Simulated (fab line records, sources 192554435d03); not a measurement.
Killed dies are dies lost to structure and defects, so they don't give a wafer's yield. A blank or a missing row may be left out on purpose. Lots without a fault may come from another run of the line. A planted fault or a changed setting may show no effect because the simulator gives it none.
Chamber matching | flow n5_finfet | N5_BEOL_M0_SAQP_DESCUM_19 on rie_diel-04: 4 sister chambers
The step chemistry O2, time 7.9 s. 4 wafers are shown with their chamber, then 11 later ones without.

WAFERS WITH THEIR CHAMBER
wafer  | chamber | showerhead_plenum_p_Torr (Torr)
L084.3 | 0       | 1.97
L086.1 | 3       | 2.23
L086.3 | 2       | 2.06
L087.1 | 1       | 2.16

WAFERS WITHOUT THEIR CHAMBER
wafer  | showerhead_plenum_p_Torr (Torr)
L087.3 | 2.23
L087.6 | 2.23
L094.1 | 1.96
L094.5 | 2.06
L094.6 | 2.23
L095.1 | 2.06
L095.4 | 1.96
L095.5 | 2.23
L097.2 | 1.96
L097.3 | 2.23
L097.5 | 2.23

WHICH CHAMBER EACH WENT THROUGH
wafer  | from the rows above | in truth
L087.3 | 3                   | 3
L087.6 | 3                   | 3
L094.1 | 0                   | 0
L094.5 | 2                   | 2
L094.6 | 3                   | 3
L095.1 | 2                   | 2
L095.4 | 0                   | 0
L095.5 | 3                   | 3
L097.2 | 0                   | 0
L097.3 | 3                   | 3
L097.5 | 3                   | 3
Placed correctly: 11 of 11. Can't be placed from these rows: 0. Placed wrongly: 0.
How it was worked out, from the rows above alone: a wafer's distance from a chamber is the root of the sum, over the readings, of the square of ((its reading less the chamber's mean) divided by the reading's scatter). The wafer belongs to the nearest chamber; if the next one is less than 2 further off, it can't be placed. A chamber's mean is the mean of its shown wafers. The scatter: with one shown wafer a chamber, the root of the mean of the squares of how far each hidden wafer lies from its nearest shown one.
